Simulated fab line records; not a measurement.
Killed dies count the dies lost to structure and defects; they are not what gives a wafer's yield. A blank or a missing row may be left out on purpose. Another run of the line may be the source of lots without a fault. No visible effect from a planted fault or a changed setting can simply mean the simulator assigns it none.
A struck lot beside a sound one    flow n5Finfet    40 steps out of a route of 1938
Sound: these wafers, L900.1, L900.2, L900.5. The struck wafers were L913.1, L913.4, L913.6. Last of all comes the cause.
Each step with rows lists, per side, the tool, then ch with its chambers, then its first start. Under that, the readings that differ: sound wafers    struck wafers    difference of the means    sigmas: that difference in standard deviations of wafers without a fault.
alike: readings whose means differ by less than 2 such deviations, and words and numbers that are the same on both sides. not compared: withheld readings, readings that some wafer has no value for, bounds like >300 that may hide the same value, and numbers for which the record gives no deviation and whose values overlap.
The two part at a step that has a row with sigmas, a row that says differs or no value, or rows on one side only. Numbers that have no deviation but don't overlap get no sigmas and don't part them. A reading missing from all wafers of one side parts the sides only when that side holds two or more wafers.

first, 12 steps without rows for these wafers: N5_SD_EPI_N_STRIP_36 (strips in N2/H2); N5_SD_EPI_N_ETCHBACK_44 (etches SiNx in CH3F/O2, stops on SiO2, target depth 14.5 nm); N5_SD_EPI_N_ETCH_45 (etches SiOCN in CH3F/O2, target depth 6 nm); N5_SD_EPI_N_ETCH_16 (etches SiO2 in CHF3/O2, target depth 5 nm); N5_SD_EPI_N_STRIP_47 (strips in CHF3/O2); N5_SD_EPI_N_SD_RECESS_17 (chemistry HBr/Cl2/O2, target depth 41 nm, time 23.7 s, bt time 3 s); N5_SD_EPI_N_STRIP_38 (strips in N2/H2); N5_SD_EPI_N_WET_ETCH_43 (etches SiO2 in dHF, time 14 s, target depth 1.5 nm); N5_SD_EPI_N_STRIP_18 (strips in SPM, time 750 s); N5_SD_EPI_N_SRD_20 (time 30 s); N5_SD_EPI_N_PRECLEAN_48 (cleans in NF3:NH3, afs cycles 2, time 20 s, sublimation time 60 s); N5_SD_EPI_N_VAPOR_ETCH_50 (etches Si in HCl, time 54 s).
N5_SD_EPI_N_EPI_21: deposits Si:P, time 690 s.
  sound on epiRpcvd-01 ch 0, day 3 03:45; struck on epiRpcvd-01 ch 0, day 6 07:44
  alike: lampInnerPct
then, 24 steps without rows for these wafers: N5_SD_EPI_N_PRECLEAN_24 (cleans in O3/DIW, time 60 s); N5_SD_EPI_N_SRD_25 (time 30 s); N5_SD_EPI_N_PRECLEAN_49 (cleans in NF3:NH3, afs cycles 1, time 20 s, sublimation time 60 s); N5_SD_EPI_N_LINER_46 (material SiNx, target thk 3 nm); N5_SD_EPI_P_COAT_34 (time 60 s, resist thk 350 nm); N5_SD_EPI_P_COAT_35 (time 60 s, resist thk 35 nm); N5_SD_EPI_P_COAT_03 (resist thk 150 nm); N5_SD_EPI_P_EBR_05; N5_SD_EPI_P_SOFTBAKE_04 (time 60 s); N5_SD_EPI_P_EXPOSE_06 (exposes mask SD P BLK, target cd 240 nm); N5_SD_EPI_P_PEB_07 (peb time 60 s); N5_SD_EPI_P_DEVELOP_08 (develop time 30 s); N5_SD_EPI_P_DESCUM_14 (chemistry O2, time 7.9 s); N5_SD_EPI_P_ETCH_36 (etches SiARC in CF4, target depth 45.5 nm, time 75.8 s); N5_SD_EPI_P_ETCH_37 (etches SOC in N2/H2, overetch 108 nm, time 486 s); N5_SD_EPI_P_STRIP_38 (strips in N2/H2); N5_SD_EPI_P_ETCHBACK_46 (etches SiNx in CH3F/O2, stops on SiO2, target depth 17.5 nm); N5_SD_EPI_P_ETCH_47 (etches SiOCN in CH3F/O2, target depth 25 nm); N5_SD_EPI_P_ETCH_16 (etches SiO2 in CHF3/O2, target depth 5 nm); N5_SD_EPI_P_STRIP_50 (strips in CHF3/O2); N5_SD_EPI_P_SD_RECESS_17 (chemistry HBr/Cl2/O2, target depth 39.1 nm, bt time 3 s); N5_SD_EPI_P_WET_ETCH_45 (etches SiO2 in dHF, time 10.7 s, target depth 2 nm, rinse time 30 s); N5_SD_EPI_P_STRIP_40 (strips in N2/H2); N5_SD_EPI_P_PRECLEAN_52 (cleans in O3/DIW, time 60 s).
N5_SD_ACTIVATION_RS_MEAS_03: measurement is done with a four-point probe.
  sound on filmMetro-02, day 3 11:30; struck on filmMetro-02, day 6 15:38
reading           sound              struck             difference  sigmas
RS_SD_N (ohm/sq)  21.53 21.73 22.04  26.04 25.91 25.56  +4.07       +16
  alike: RS_SD_P
-- a jump in the record: the struck wafers' starts before and after are 8 days apart (it breaks off in module SD_ACTIVATION and resumes in module BEOL_M4, where the first step shown is number 1111 of the route) --
N5_BEOL_M4_RC_MEAS_101:
  sound on prober-01 ch 0, day 10 14:47; struck on prober-02 ch 0, day 14 11:07
reading              sound           struck          difference  sigmas
ION_N (uA/um)        667 678 671     621 631 649     -38         -3
RC_DENSE_N (ohm.um)  19.4 20.2 20.4  23.8 24.2 24.3  +4.1        +7
RC_N (ohm.um)        15.8 16.3 16.7  19.4 19.8 19.7  +3.4        +7
REXT_N (ohm.um)      77.2 79.1 77.3  95.0 92.8 92.1  +15.4       +8
RS_SD_N (ohm/sq)     27.9 28.4 28.7  33.6 33.5 33.5  +5.2        +14
VT_N (mV)            252 246 249     263 260 259     +12         +3
VT_P (mV)            -246 -243 -246  -255 -254 -254  -9          -2
  alike: DIBL_N, DIBL_P, IOFF_N, IOFF_P, ION_P, SS_N, SS_P
-- here the record skips 5 days between the struck wafers' starts before and after, leaving off in module BEOL_M4 and picking up in module PASSIVATION (first step shown: number 1936 of the route) --
N5_PASSIVATION_PROBE_49:
  the record has rows for the struck wafers here (prober-02, day 19 00:02) and none for the sound ones

WHERE THEY PART
At N5_SD_ACTIVATION_RS_MEAS_03 first; at N5_PASSIVATION_PROBE_49 last (within this record only).

WHY: what the simulator had put in
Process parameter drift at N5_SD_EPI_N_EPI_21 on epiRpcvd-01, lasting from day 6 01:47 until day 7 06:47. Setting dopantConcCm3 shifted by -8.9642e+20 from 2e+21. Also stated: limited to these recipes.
